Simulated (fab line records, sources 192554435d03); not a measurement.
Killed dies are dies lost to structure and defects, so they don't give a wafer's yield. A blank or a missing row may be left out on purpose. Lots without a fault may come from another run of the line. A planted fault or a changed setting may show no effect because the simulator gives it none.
fab line records | flow n5_finfet
record lots=9 wafers=24 last_day=17
route steps=1938 shown BEOL_M4@1056 PASSIVATION@1936
lots that met no fault: from a run of the same line without faults
start_h: hours from the record's first day to the start of the lot's first wafer shown | wait_h: hours since the lot's step before | " the same as in the row above | L1.1+2: a row that stands for several wafers | - no value, or no start given | * or withheld: withheld | < > ~ a bound
route shown NAME@n: a module of which the file shows steps, and the number in the route of the first | usual: mean/standard deviation of fault-free wafers | same: alike in all rows | chamber/n: place in a boat | sites: the reading at each site | _std_site: their standard deviation | _edge_site: outer sites' mean less inner sites' | radius_mm: how far each site lies from the wafer's centre | mask NAME#n: copy n | behind: the tool/chamber that last shaped the wafer | hold: why the lot was held/for how many hours/how that ended | device: the transistor (n, p or np) that didn't switch | end of line: the same wafers' tests at the end of the route | a step without rows: its recipe alone | killed: dies lost to structure and defects at the first sort, not the wafer's yield | map: a wafer's dies, x killed, . not, _ none there
set.NAME: the setting as run; set.NAME@STEP: as run at that earlier step | model.NAME: the simulator's own value behind a step, which no gauge read
steps of the route over a sample of lots; a table a step, a row a wafer
services: from which hour (start_h, from the record's first day; less than 0 if before it) a tool's chamber was out of use, for how many hours, and why
## steps
# step N5_BEOL_M4_CD_MEAS_28
# recipe target_cd_nm=26.2 landing_energy_ev=500 detector=se_inlens target_cd_y_nm=24.1 polarity=opening
# usual cd_nm=26.12/0.26
# columns lot.wafer tool chamber start_h wait_h cd_nm
L421.2 cd_sem-01 0 171.26 - 26.26
L421.5 " 0 " " 26.16
L421.6 " 0 " " 25.65
L422.1 cd_sem-01 0 186.26 - 26.17
L422.2 " 0 " " 26.38
L422.3 " 0 " " 26.19
L429.5 cd_sem-01 0 231.24 - 26.12
L429.6 " 0 " " 26.08
L430.2 cd_sem-01 0 232.19 - 26.39
L430.3 " 0 " " 26.12
L430.5 " 0 " " 26.10
L431.4 cd_sem-03 0 237.72 - 25.97
L431.6 " 0 " " 26.04
L433.2 cd_sem-01 0 246.39 - 26.01
L433.4 " 0 " " 25.82
L437.1 cd_sem-03 0 274.39 - 26.36
L437.2 " 0 " " 26.05
L437.4 " 0 " " 26.24
L438.1 cd_sem-03 0 282.57 - 25.76
L438.3 " 0 " " 26.25
L438.4 " 0 " " 26.46
L440.3 cd_sem-02 0 300.73 - 26.21
L440.5 " 0 " " 25.97
L440.6 " 0 " " 25.92
# step N5_BEOL_M4_ETCH_70
# recipe chemistry=N2/H2 target=SOC target_depth_a=800 overetch_a=240 mask_material=SiARC temp_c=40 time_s=130 ion_energy_ev=200 pressure_mtorr=30 source_w=840 bias_w=150 n2_flow_sccm=200 h2_flow_sccm=200
# usual drypump_motor_current_A=5.7/0.31 oes_product_au=0.58/0.059 rf_vpp_V=524.3/3 run_length_s=153.3/0.51 showerhead_plenum_p_Torr=2.56/0.11 throttle_valve_pct=17.86/0.22
# columns lot.wafer tool chamber start_h wait_h drypump_motor_current_A oes_product_au rf_hours_counter_h rf_vpp_V run_length_s showerhead_plenum_p_Torr throttle_valve_pct
L421.2 rie_diel-02 3 172.73 0.0 5.4 0.55 187 523.8 154.1 2.53 18.03
L421.5 " 2 " " 5.4 0.58 - 521.9 153.4 2.45 17.63
L421.6 " 3 " " 5.4 0.55 - 522.2 154.0 2.53 18.03
L422.1 rie_diel-02 1 190.90 0.0 5.7 0.71 5 528.7 152.4 2.73 17.84
L422.2 " 3 " " 5.4 0.54 194 523.2 154.3 2.52 18.05
L422.3 " 0 " " 5.8 0.53 195 520.2 152.4 2.42 17.85
L429.5 rie_diel-02 1 234.79 0.0 5.7 0.67 - 527.8 152.5 2.72 17.86
L429.6 " 0 " " 5.8 0.55 - 521.7 145.5 2.41 17.90
L430.2 rie_diel-01 2 237.59 0.0 6.0 0.72 1 527.9 153.2 2.72 17.62
L430.3 " 3 " " 5.2 0.60 97 523.9 153.4 2.55 17.52
L430.5 " 3 " " 5.2 0.59 - 524.5 153.1 2.55 17.53
L431.4 rie_diel-02 0 244.89 0.0 5.8 0.52 218 518.7 152.8 2.41 17.89
L431.6 " 0 " " 5.8 0.55 - 520.4 145.5 2.41 17.90
L433.2 rie_diel-02 1 248.79 0.0 5.7 0.69 30 527.2 145.6 2.71 17.88
L433.4 " 0 " " 5.8 0.52 220 520.5 152.4 2.41 17.90
L437.1 rie_diel-05 2 275.21 0.0 5.6 0.54 171 520.7 153.0 2.43 17.98
L437.2 " 3 " " 5.8 0.59 101 527.3 153.8 2.67 17.62
L437.4 " 1 " " 5.8 0.52 - 525.9 153.4 2.66 18.20
L438.1 rie_diel-01 1 288.51 0.0 5.7 0.50 230 525.8 153.6 2.58 17.78
L438.3 " 3 " " 5.2 0.58 116 523.9 153.1 2.55 17.55
L438.4 " 2 " " 6.0 0.66 22 529.3 152.9 2.71 17.69
L440.3 rie_diel-01 1 305.76 0.0 5.8 0.51 236 526.5 153.7 2.58 17.79
L440.5 " 1 " " 5.8 0.51 - 524.6 153.6 2.58 17.79
L440.6 " 2 " " 6.0 0.66 - 528.4 153.4 2.71 17.70
# step N5_BEOL_M4_STRIP_36
# recipe chemistry=N2/H2 power_w=450 temp_c=40 pressure_mtorr=20 rf_frequency_hz=6e+07 overash_fraction=0.3 bias_power_w=7 h2_frac=0.5 n2_flow_sccm=200 h2_flow_sccm=200
# usual bias_power_w=6.996/0.022 drypump_motor_current_A=5.7/0.31 oes_product_au=0.79/0.088 rf_vpp_V=59.1/1.5 showerhead_plenum_p_Torr=2.56/0.11 throttle_valve_pct=23.7/0.33
# columns lot.wafer tool chamber start_h wait_h bias_power_w drypump_motor_current_A oes_product_au rf_hours_counter_h rf_vpp_V showerhead_plenum_p_Torr throttle_valve_pct
L421.2 rie_diel-02 3 172.90 0.0 7.042 5.4 0.76 188 59.7 2.52 23.8
L421.5 " 2 " " 7.025 5.4 0.82 - 58.9 2.45 23.4
L421.6 " 3 " " 7.045 5.4 0.75 - 60.0 2.52 23.8
L422.1 rie_diel-02 1 191.07 0.0 7.022 5.7 0.95 5 60.0 2.72 23.8
L422.2 " 3 " " 6.980 5.4 0.74 194 60.4 2.52 23.8
L422.3 " 0 " " 6.943 5.8 0.73 195 61.2 2.42 23.5
L429.5 rie_diel-02 1 234.93 0.0 6.974 5.7 0.92 - 59.8 2.71 23.9
L429.6 " 0 " " 7.029 5.8 0.71 - 56.9 2.41 23.5
L430.2 rie_diel-01 2 237.76 0.0 6.993 6.0 0.99 1 60.3 2.72 23.7
L430.3 " 3 " " 6.992 5.2 0.81 97 57.6 2.55 23.3
L430.5 " 3 " " 7.006 5.2 0.81 - 59.5 2.55 23.3
L431.4 rie_diel-02 0 245.05 0.0 6.986 5.8 0.70 218 59.0 2.41 23.5
L431.6 " 0 " " 6.987 5.8 0.70 - 59.3 2.41 23.5
L433.2 rie_diel-02 1 248.96 0.0 6.975 5.7 0.89 30 59.8 2.71 23.9
L433.4 " 0 " " 6.992 5.8 0.69 220 57.3 2.41 23.5
L437.1 rie_diel-05 2 275.37 0.0 6.980 5.6 0.74 171 58.0 2.42 23.7
L437.2 " 3 " " 6.993 5.8 0.82 102 60.9 2.67 23.5
L437.4 " 1 " " 6.964 5.8 0.69 - 58.0 2.65 24.4
L438.1 rie_diel-01 1 288.68 0.0 7.018 5.8 0.67 230 61.0 2.58 23.5
L438.3 " 3 " " 6.973 5.2 0.77 116 56.6 2.54 23.3
L438.4 " 2 " " 7.021 6.0 0.92 22 58.5 2.71 23.7
L440.3 rie_diel-01 1 305.93 0.0 6.997 5.7 0.68 236 60.4 2.58 23.5
L440.5 " 1 " " 6.976 5.7 0.68 - 58.3 2.58 23.5
L440.6 " 2 " " 6.982 6.0 0.92 - 58.6 2.70 23.7
# step N5_BEOL_M4_TRENCH_ETCH_37
# recipe chemistry=C4F6/O2 target_depth_a=555.55 target=SiOC time_s=29.2 ion_energy_ev=250 pressure_mtorr=30 source_w=355 bias_w=185 Ar_flow_sccm=300 C4F6_flow_sccm=10 O2_flow_sccm=10
# usual drypump_motor_current_A=5.7/0.31 oes_product_au=0.79/0.085 rf_vpp_V=657/13 run_length_s=52.5/0.52 showerhead_plenum_p_Torr=2.87/0.12 throttle_valve_pct=20.90/0.21
# same time_s=29.2
# columns lot.wafer tool chamber start_h wait_h drypump_motor_current_A oes_product_au rf_hours_counter_h rf_vpp_V run_length_s showerhead_plenum_p_Torr throttle_valve_pct
L421.2 rie_diel-02 3 - - 5.3 0.75 188 679 53.4 2.85 21.23
L421.5 " 2 " " 5.4 0.80 - 662 53.0 2.80 20.99
L421.6 " 3 " " 5.4 0.75 - 681 54.0 2.85 21.22
L422.1 rie_diel-02 1 - - 5.7 0.95 5 650 52.0 3.03 20.76
L422.2 " 3 " " 5.3 0.75 194 681 53.3 2.85 21.24
L422.3 " 0 " " 5.8 0.71 195 654 51.6 2.69 20.81
L429.5 rie_diel-02 1 - - 5.7 0.89 - 649 52.1 3.02 20.79
L429.6 " 0 " " 5.8 0.70 - 655 51.6 2.69 20.84
L430.2 rie_diel-01 2 - - 6.0 1.01 1 660 52.2 3.05 20.82
L430.3 " 3 " " 5.1 0.81 97 638 52.9 2.84 20.53
L430.5 " 3 " " 5.2 0.81 - 639 52.5 2.84 20.53
L431.4 rie_diel-02 0 - - 5.8 0.70 218 653 51.6 2.68 20.85
L431.6 " 0 " " 5.8 0.69 - 654 52.1 2.68 20.84
L433.2 rie_diel-02 1 - - 5.7 0.88 30 651 51.5 3.02 20.80
L433.4 " 0 " " 5.9 0.70 220 653 52.1 2.68 20.84
L437.1 rie_diel-05 2 - - 5.6 0.75 171 660 52.5 2.68 20.79
L437.2 " 3 " " 5.8 0.81 102 660 52.9 2.99 20.72
L437.4 " 1 " " 5.8 0.70 - 655 53.0 2.95 21.00
L438.1 rie_diel-01 1 - - 5.8 0.68 230 646 53.5 2.93 21.04
L438.3 " 3 " " 5.2 0.79 116 636 52.4 2.83 20.54
L438.4 " 2 " " 6.0 0.93 22 660 52.3 3.04 20.81
L440.3 rie_diel-01 1 - - 5.8 0.68 236 647 52.9 2.93 21.05
L440.5 " 1 " " 5.8 0.67 - 646 53.0 2.93 21.06
L440.6 " 2 " " 6.0 0.92 - 660 52.6 3.04 20.83
# step N5_BEOL_M4_RC_MEAS_101
# usual DIBL_N=36.0/2.5 DIBL_P=36.3/2.8 IOFF_N=0.16/0.042 IOFF_P=0.21/0.045 ION_N=673/15 ION_P=463/8.1 SS_N=71.4/0.73 SS_P=73.3/0.92 VT_N=251/4.1 VT_P=-250/3.4
# columns lot.wafer tool chamber start_h wait_h DIBL_N[mV/V] DIBL_P[mV/V] IOFF_N[nA/um] IOFF_P[nA/um] ION_N[uA/um] ION_P[uA/um] SS_N[mV/dec] SS_P[mV/dec] VT_N[mV] VT_P[mV]
L421.2 prober-02 0 178.65 0.2 34.0 31.3 0.11 0.17 674 465 70.7 72.5 255 -250
L421.5 " 0 " " 36.4 34.6 0.15 0.22 686 474 71.3 73.6 248 -246
L421.6 " 0 " " 36.0 34.5 0.13 0.22 657 462 71.7 73.2 252 -245
L422.1 prober-01 0 195.75 0.0 37.0 38.0 0.18 0.22 679 462 71.9 74.2 247 -251
L422.2 " 0 " " 32.8 33.0 0.11 0.16 667 458 70.5 72.3 255 -254
L422.3 " 0 " " 33.5 33.6 0.11 0.16 654 454 70.8 73.0 255 -252
L429.5 prober-02 0 239.61 0.6 34.9 35.5 0.13 0.21 655 456 70.5 73.3 256 -249
L429.6 " 0 " " 32.7 31.7 0.12 0.16 680 467 70.7 72.5 252 -253
L430.2 prober-02 0 247.12 0.2 34.3 36.2 0.15 0.18 675 459 71.1 73.2 250 -253
L430.3 " 0 " " 37.9 39.6 0.21 0.24 672 459 71.5 73.8 248 -250
L430.5 " 0 " " 33.5 35.0 0.14 0.18 681 463 70.9 73.2 252 -253
L431.4 prober-01 0 249.43 0.5 38.1 41.2 0.22 0.30 678 467 71.6 74.2 245 -243
L431.6 " 0 " " 33.3 35.6 0.13 0.20 676 474 70.8 72.5 253 -247
L433.2 prober-02 0 255.13 0.2 41.7 43.4 0.28 0.33 698 474 72.5 74.9 243 -246
L433.4 " 0 " " 39.2 40.3 0.23 0.26 693 474 71.5 74.8 244 -248
L437.1 prober-02 0 281.25 0.0 36.9 37.6 0.16 0.23 681 467 71.5 73.4 251 -247
L437.2 " 0 " " 36.6 37.1 0.15 0.23 660 459 71.2 73.1 251 -248
L437.4 " 0 " " 36.6 38.0 0.18 0.25 686 473 71.6 74.0 247 -245
L438.1 prober-01 0 292.84 0.0 39.0 39.9 0.23 0.25 691 460 73.0 74.0 245 -250
L438.3 " 0 " " 35.4 35.2 0.15 0.18 669 452 71.5 73.2 253 -254
L438.4 " 0 " " 38.2 38.7 0.19 0.23 692 466 72.7 74.3 250 -251
L440.3 prober-02 0 310.37 0.3 37.7 39.1 0.19 0.27 683 477 71.8 73.7 248 -245
L440.5 " 0 " " 33.0 32.4 0.10 0.17 649 458 69.8 72.1 256 -256
L440.6 " 0 " " 34.5 34.2 0.13 0.19 669 467 71.2 73.2 253 -251
# step N5_PASSIVATION_PROBE_49
# usual defect_limited_yield=91.0/1.4 killed_at_M0_to_M3=36/11 killed_at_M4_up=13/5.4 killed_at_contacts=12/6.4 killed_at_front_end=41/13 killed_at_other=2.9/2.3 killed_dies=106/17 killed_open=70/12 killed_short=34/8.4 sort_bin_4_leakage=0.01/0.057 sort_bin_5_function=5.2/1 sort_bin_6_memory=3.4/0.63 sort_n_pass=1074/18 sort_yield_pct=91.0/1.6
# same gross_dies=1180 killed_at_back_side=0 sort_bin_8_speed[%]=0
# columns lot.wafer tool chamber start_h wait_h defect_limited_yield[%] killed_at_M0_to_M3 killed_at_M4_up killed_at_contacts killed_at_front_end killed_at_other killed_dies killed_open killed_short sort_bin_4_leakage[%] sort_bin_5_function[%] sort_bin_6_memory[%] sort_n_pass sort_yield_pct[%]
L421.2 prober-02 - 286.78 0.1 92.7 30 8 6 41 1 86 58 28 0 3.7 3.5 1094 92.7
L421.5 prober-02 - 286.93 0.2 91.8 48 13 8 28 0 97 66 23 0 4.2 3.2 1083 91.8
L421.6 prober-02 - 286.98 0.3 90.9 34 13 8 47 5 107 68 37 0 5.2 3.5 1073 90.9
L422.1 prober-02 - 297.53 0.0 90.2 25 12 15 64 0 116 71 43 0 6.1 3.2 1064 90.2
L422.2 prober-02 - 297.58 0.1 88.6 33 18 13 69 1 134 95 39 0 6.9 4.1 1046 88.6
L422.3 prober-02 - 297.63 0.1 89.3 31 13 4 75 3 126 77 41 0 5.7 3.9 1054 89.3
L429.5 prober-01 - 339.73 0.2 93.5 24 18 8 26 1 77 57 20 0 4.3 2.1 1103 93.5
L429.6 prober-01 - 339.78 0.3 91.9 32 7 13 38 5 95 68 26 0 4.7 3.1 1085 91.9
L430.2 prober-01 - 348.04 0.1 89.0 39 25 11 53 2 130 85 42 0 6.8 4.2 1050 89.0
L430.3 prober-01 - 348.09 0.1 89.7 58 13 13 37 0 121 72 47 0 6.1 3.7 1059 89.7
L430.5 prober-01 - 348.19 0.2 90.8 38 6 7 57 0 108 61 44 0 4.7 4.1 1072 90.8
L431.4 prober-02 - 351.57 0.2 94.5 16 15 6 26 2 65 46 19 0 3.5 2.0 1115 94.5
L431.6 prober-02 - 351.67 0.3 92.1 32 20 7 32 2 93 68 25 0 4.5 3.0 1087 92.1
L433.2 prober-01 - 355.87 0.1 91.6 34 12 9 43 1 99 61 33 0.08 5.0 2.6 1080 91.5
L433.4 prober-01 - 355.97 0.2 92.5 21 11 10 46 0 88 69 18 0 3.8 3.4 1092 92.5
L437.1 prober-02 - 381.34 0.0 90.2 55 8 11 41 1 116 79 35 0 6.7 2.7 1064 90.2
L437.2 prober-02 - 381.39 0.1 90.0 47 12 15 43 1 118 74 41 0 6.2 3.5 1062 90.0
L437.4 prober-02 - 381.49 0.2 89.7 48 10 16 47 1 122 75 44 0 6.0 3.6 1058 89.7
L438.1 prober-02 - 395.36 0.0 92.2 30 9 8 43 2 92 76 16 0 4.8 2.9 1088 92.2
L438.3 prober-02 - 395.46 0.1 93.2 17 4 11 42 6 80 59 21 0 4.1 2.7 1100 93.2
L438.4 prober-02 - 395.51 0.2 92.9 27 15 8 30 4 84 54 23 0 4.5 1.9 1096 92.9
L440.3 prober-02 - 418.40 0.1 93.2 22 19 9 29 1 80 61 18 0 4.3 2.5 1100 93.2
L440.5 prober-02 - 418.50 0.2 90.7 52 8 3 43 4 110 77 33 0 4.9 4.1 1070 90.7
L440.6 prober-02 - 418.55 0.3 93.4 32 16 3 19 8 78 51 25 0 3.8 2.6 1102 93.4
# killed by level:class
L421.2 STI_FIN_REVEAL:geometric_particle:open=7 BEOL_M0_SAQP:geometric_particle:short=7 FIN_SAQP:geometric_particle:open=6 MOL_CONTACT_COAG:geometric_particle:open=6 BEOL_M1:geometric_particle:open=6 BEOL_M0_SAQP:geometric_particle:open=5 BEOL_M2:geometric_particle:open=5 BEOL_M3:geometric_particle:open=5
L421.5 BEOL_M0_SAQP:geometric_particle:open=12 BEOL_M2:geometric_particle:open=9 BEOL_M3:geometric_particle:open=8 MOL_CONTACT_COAG:geometric_particle:open=7 BEOL_M4:geometric_particle:open=7 BEOL_M1:geometric_particle:open=6 HKMG_FIN:area_etch=6 DUMMY_GATE:geometric_particle:open=5
L421.6 STI_FIN_REVEAL:geometric_particle:open=11 DUMMY_GATE:geometric_particle:open=9 BEOL_M0_SAQP:geometric_particle:open=8 BEOL_M1:geometric_particle:open=6 MOL_CONTACT_COAG:geometric_particle:open=6 BEOL_M0_SAQP:geometric_particle:short=6 BEOL_M3:geometric_particle:open=5 FIN_SAQP:geometric_particle:short=4
L422.1 FIN_SAQP:geometric_particle:short=14 STI_FIN_REVEAL:geometric_particle:open=13 FIN_SAQP:geometric_particle:open=12 MOL_CONTACT_COAG:geometric_particle:open=9 BEOL_M3:geometric_particle:open=8 BEOL_M4:geometric_particle:open=7 BEOL_M0_SAQP:geometric_particle:open=6 STI_FIN_REVEAL:geometric_particle:short=5
L422.2 FIN_SAQP:geometric_particle:short=20 STI_FIN_REVEAL:geometric_particle:open=20 FIN_SAQP:geometric_particle:open=13 BEOL_M3:geometric_particle:open=13 MOL_CONTACT_COAG:geometric_particle:open=10 BEOL_M4:geometric_particle:open=10 BEOL_M2:geometric_particle:open=6 BEOL_M0_SAQP:geometric_particle:open=5
L422.3 STI_FIN_REVEAL:geometric_particle:open=18 FIN_SAQP:geometric_particle:short=14 FIN_SAQP:geometric_particle:open=13 BEOL_M0_SAQP:geometric_particle:open=9 BEOL_M3:geometric_particle:open=8 HKMG_FIN:area_etch=7 STI_FIN_REVEAL:geometric_particle:short=5 BEOL_M0_SAQP:geometric_particle:short=5
L429.5 STI_FIN_REVEAL:geometric_particle:open=10 BEOL_M2:geometric_particle:open=10 MOL_CONTACT_COAG:geometric_particle:open=6 BEOL_M4:geometric_particle:open=6 FIN_SAQP:geometric_particle:open=4 BEOL_M3:geometric_particle:open=4 BEOL_M0_SAQP:geometric_particle:short=3 BEOL_M0_SAQP:geometric_particle:open=3
L429.6 STI_FIN_REVEAL:geometric_particle:open=17 MOL_CONTACT_COAG:geometric_particle:open=11 FIN_SAQP:geometric_particle:open=10 BEOL_M1:geometric_particle:open=6 BEOL_M3:geometric_particle:open=6 BEOL_M0_SAQP:geometric_particle:short=5 BEOL_M2:geometric_particle:open=5 STI_FIN_REVEAL:geometric_particle:short=4
L430.2 FIN_SAQP:geometric_particle:open=15 BEOL_M0_SAQP:geometric_particle:open=11 GATE_CUT:geometric_particle:open=8 BEOL_M4:geometric_particle:open=8 MOL_CONTACT_COAG:geometric_particle:open=7 BEOL_M1:geometric_particle:short=6 BEOL_M1:geometric_particle:open=6 BEOL_M3:geometric_particle:open=6
L430.3 BEOL_M0_SAQP:geometric_particle:short=15 BEOL_M3:geometric_particle:open=11 BEOL_M1:geometric_particle:short=10 MOL_CONTACT_COAG:geometric_particle:open=9 STI_FIN_REVEAL:geometric_particle:open=8 FIN_SAQP:geometric_particle:open=6 GATE_CUT:geometric_particle:open=6 BEOL_M0_SAQP:geometric_particle:open=6
L430.5 FIN_SAQP:geometric_particle:short=14 FIN_SAQP:geometric_particle:open=13 GATE_CUT:geometric_particle:short=11 BEOL_M1:geometric_particle:open=8 BEOL_M2:geometric_particle:open=7 STI_FIN_REVEAL:geometric_particle:open=6 MOL_CONTACT_COAG:geometric_particle:open=6 BEOL_M1:geometric_particle:short=6
L431.4 GATE_CUT:geometric_particle:short=5 MOL_CONTACT_COAG:geometric_particle:open=5 STARTING-WAFER:geometric_particle:open=5 FIN_SAQP:geometric_particle:short=4 BEOL_M0_SAQP:geometric_particle:open=4 BEOL_M1:geometric_particle:open=4 BEOL_M4:geometric_particle:open=4 BEOL_M0:geometric_particle:open=3
L431.6 BEOL_M2:geometric_particle:open=9 FIN_SAQP:geometric_particle:short=7 MOL_CONTACT_COAG:geometric_particle:open=7 BEOL_M0_SAQP:geometric_particle:open=6 BEOL_M4:geometric_particle:open=6 FIN_SAQP:geometric_particle:open=4 DUMMY_GATE:geometric_particle:open=4 GATE_CUT:geometric_particle:open=4
L433.2 FIN_SAQP:geometric_particle:open=17 BEOL_M0_SAQP:geometric_particle:short=9 BEOL_M0_SAQP:geometric_particle:open=9 BEOL_M1:geometric_particle:open=7 FIN_SAQP:geometric_particle:short=6 BEOL_M4:geometric_particle:open=6 MOL_CONTACT_COAG:geometric_particle:open=5 STARTING-WAFER:geometric_particle:short=5
L433.4 STI_FIN_REVEAL:geometric_particle:open=16 FIN_SAQP:geometric_particle:open=14 MOL_CONTACT_COAG:geometric_particle:open=9 BEOL_M1:geometric_particle:open=7 BEOL_M0_SAQP:geometric_particle:open=5 BEOL_M4:geometric_particle:open=5 FIN_SAQP:geometric_particle:short=4 STI_FIN_REVEAL:geometric_particle:short=4
L437.1 BEOL_M0_SAQP:geometric_particle:open=13 BEOL_M1:geometric_particle:open=12 BEOL_M2:geometric_particle:open=10 FIN_SAQP:geometric_particle:open=8 MOL_CONTACT_COAG:geometric_particle:open=8 FIN_SAQP:geometric_particle:short=7 STI_FIN_REVEAL:geometric_particle:open=7 DUMMY_GATE:geometric_particle:open=7
L437.2 MOL_CONTACT_COAG:geometric_particle:open=14 BEOL_M0_SAQP:geometric_particle:short=12 FIN_SAQP:geometric_particle:short=11 BEOL_M3:geometric_particle:open=9 BEOL_M1:geometric_particle:open=8 BEOL_M0_SAQP:geometric_particle:open=8 FIN_SAQP:geometric_particle:open=6 STI_FIN_REVEAL:geometric_particle:open=5
L437.4 FIN_SAQP:geometric_particle:short=17 BEOL_M0_SAQP:geometric_particle:open=17 MOL_CONTACT_COAG:geometric_particle:open=14 STI_FIN_REVEAL:geometric_particle:open=11 BEOL_M0_SAQP:geometric_particle:short=11 DUMMY_GATE:geometric_particle:open=8 BEOL_M1:geometric_particle:open=8 FIN_SAQP:geometric_particle:open=4
L438.1 STI_FIN_REVEAL:geometric_particle:open=15 BEOL_M3:geometric_particle:open=11 FIN_SAQP:geometric_particle:open=10 MOL_CONTACT_COAG:geometric_particle:open=8 BEOL_M0:geometric_particle:open=6 BEOL_M0_SAQP:geometric_particle:open=4 STARTING-WAFER:geometric_particle:open=4 FIN_SAQP:geometric_particle:short=3
L438.3 FIN_SAQP:geometric_particle:open=9 MOL_CONTACT_COAG:geometric_particle:open=9 STI_FIN_REVEAL:geometric_particle:open=8 BEOL_M1:geometric_particle:open=8 ILD0:geometric_particle:open=7 BEOL_M3:geometric_particle:open=5 STARTING-WAFER:geometric_particle:open=5 STI_FIN_REVEAL:geometric_particle:short=4
L438.4 BEOL_M3:geometric_particle:open=11 FIN_SAQP:geometric_particle:open=6 STI_FIN_REVEAL:geometric_particle:open=6 HKMG_FIN:area_etch=6 BEOL_M2:geometric_particle:open=4 MOL_CONTACT_COAG:geometric_particle:short=4 MOL_CONTACT_COAG:geometric_particle:open=4 GATE_CUT:geometric_particle:short=3
L440.3 BEOL_M4:geometric_particle:open=12 DUMMY_GATE:geometric_particle:open=7 MOL_CONTACT_COAG:geometric_particle:open=7 BEOL_M0_SAQP:geometric_particle:open=6 FIN_SAQP:geometric_particle:short=4 FIN_SAQP:geometric_particle:open=4 BEOL_M2:geometric_particle:open=4 STARTING-WAFER:geometric_particle:open=4
L440.5 FIN_SAQP:geometric_particle:open=17 BEOL_M1:geometric_particle:open=13 BEOL_M0_SAQP:geometric_particle:open=11 BEOL_M0_SAQP:geometric_particle:short=10 STARTING-WAFER:geometric_particle:open=8 FIN_SAQP:geometric_particle:short=6 BEOL_M0:geometric_particle:open=5 BEOL_M3:geometric_particle:open=5
L440.6 BEOL_M0_SAQP:geometric_particle:open=6 BEOL_M0:geometric_particle:open=6 BEOL_M8:geometric_particle:open=6 FIN_SAQP:geometric_particle:short=4 STI_FIN_REVEAL:geometric_particle:open=4 BEOL_M0_SAQP:geometric_particle:short=4 BEOL_M1:geometric_particle:open=4 BEOL_M3:geometric_particle:open=4
## services
# columns tool chamber start_h hours kind
rie_diel-05 0 160.29 3.8 repair
rie_diel-02 1 161.78 - clean
rie_diel-02 1 161.78 - consumable_replace:focus_ring
rie_diel-02 1 161.78 - consumable_replace:showerhead
rie_diel-02 1 161.78 13.9 scheduled_down
rie_diel-02 1 161.78 13.9 vent_cycle
rie_diel-01 0 196.80 1.5 repair
rie_diel-01 2 198.84 3.8 repair
rie_diel-01 2 218.70 - clean
rie_diel-01 2 218.70 - consumable_replace:focus_ring
rie_diel-01 2 218.70 - consumable_replace:showerhead
rie_diel-01 2 218.70 16.3 scheduled_down
rie_diel-01 2 218.70 16.3 vent_cycle
rie_diel-05 - 219.15 28.1 pm
rie_diel-01 1 224.90 1.9 repair
rie_diel-01 - 260.12 2.1 repair
rie_diel-05 0 260.26 - clean
rie_diel-05 0 260.26 - consumable_replace:focus_ring
rie_diel-05 0 260.26 21.8 scheduled_down
rie_diel-05 0 260.26 21.8 vent_cycle
rie_diel-05 1 284.51 16.5 repair
rie_diel-05 0 287.28 3.1 repair
## key
first_sign step=N5_BEOL_M4_ETCH_70 reading=run_length_s direction=down sigmas=15 usual=* struck=*
effect none on later readings
met_at N5_BEOL_M4_ETCH_70
struck_lots L429,L431,L433
struck_wafers L429.6,L431.6,L433.2
not_acting_at N5_BEOL_M4_CD_MEAS_28,N5_BEOL_M4_STRIP_36,N5_BEOL_M4_TRENCH_ETCH_37
onset_between 190.90 234.79
fault kind=process_parameter_drift tool=rie_diel-02 chamber=- onset_h=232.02 steps=N5_BEOL_M4_ETCH_70 channel=time_s offset=* shape=step end_h=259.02 scope=struck_wafers_only acts_in=* stated=*
